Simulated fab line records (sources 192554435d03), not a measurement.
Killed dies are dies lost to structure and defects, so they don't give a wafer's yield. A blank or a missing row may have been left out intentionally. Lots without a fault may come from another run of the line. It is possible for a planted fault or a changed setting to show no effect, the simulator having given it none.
Chamber matching || flow n5-finfet || rie-diel-02 running N5_MOL_CONTACT_COAG_DESCUM_88: 4 sister chambers
The step chemistry O2, time 7 s. 4 wafers are shown with their chamber, then 7 later ones without.

WAFERS, EACH WITH ITS CHAMBER
{"wafer": "L081.5", "chamber": 3, "showerhead-plenum-p-Torr (Torr)": 2.11}
{"wafer": "L083.6", "chamber": 1, "showerhead-plenum-p-Torr (Torr)": 2.10}
{"wafer": "L085.1", "chamber": 2, "showerhead-plenum-p-Torr (Torr)": 2.08}
{"wafer": "L085.2", "chamber": 0, "showerhead-plenum-p-Torr (Torr)": 2.03}

WAFERS WITHOUT THEIR CHAMBER
{"wafer": "L085.3", "showerhead-plenum-p-Torr (Torr)": 2.11}
{"wafer": "L091.1", "showerhead-plenum-p-Torr (Torr)": 2.09}
{"wafer": "L091.4", "showerhead-plenum-p-Torr (Torr)": 2.02}
{"wafer": "L091.6", "showerhead-plenum-p-Torr (Torr)": 2.09}
{"wafer": "L096.1", "showerhead-plenum-p-Torr (Torr)": 2.09}
{"wafer": "L096.2", "showerhead-plenum-p-Torr (Torr)": 2.10}
{"wafer": "L096.3", "showerhead-plenum-p-Torr (Torr)": 2.07}

WHICH CHAMBER EACH WENT THROUGH
{"wafer": "L085.3", "from the rows above": "can't be placed: 3 or 1", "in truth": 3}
{"wafer": "L091.1", "from the rows above": "can't be placed: 2 or 1 or 3", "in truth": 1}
{"wafer": "L091.4", "from the rows above": 0, "in truth": 0}
{"wafer": "L091.6", "from the rows above": "can't be placed: 2 or 1 or 3", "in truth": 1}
{"wafer": "L096.1", "from the rows above": "can't be placed: 2 or 1 or 3", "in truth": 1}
{"wafer": "L096.2", "from the rows above": "can't be placed: 1 or 3", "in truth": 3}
{"wafer": "L096.3", "from the rows above": 2, "in truth": 2}
Correct placement for 2 of the 7. Unplaceable from these rows: 5, with the true chamber sitting among the candidates in 5. Number placed wrongly: 0.
How it was worked out, from the rows above alone: a wafer's distance from a chamber is the root of the sum, over the readings, of the square of ((its reading less the chamber's mean) divided by the reading's scatter). If the next closest chamber is less than 2 further off than the closest, the wafer can't be placed; otherwise it belongs to the closest. The mean given for a chamber averages the wafers shown for that chamber. The scatter: root of mean squared gap, hidden wafer to nearest shown wafer, with one shown wafer a chamber.
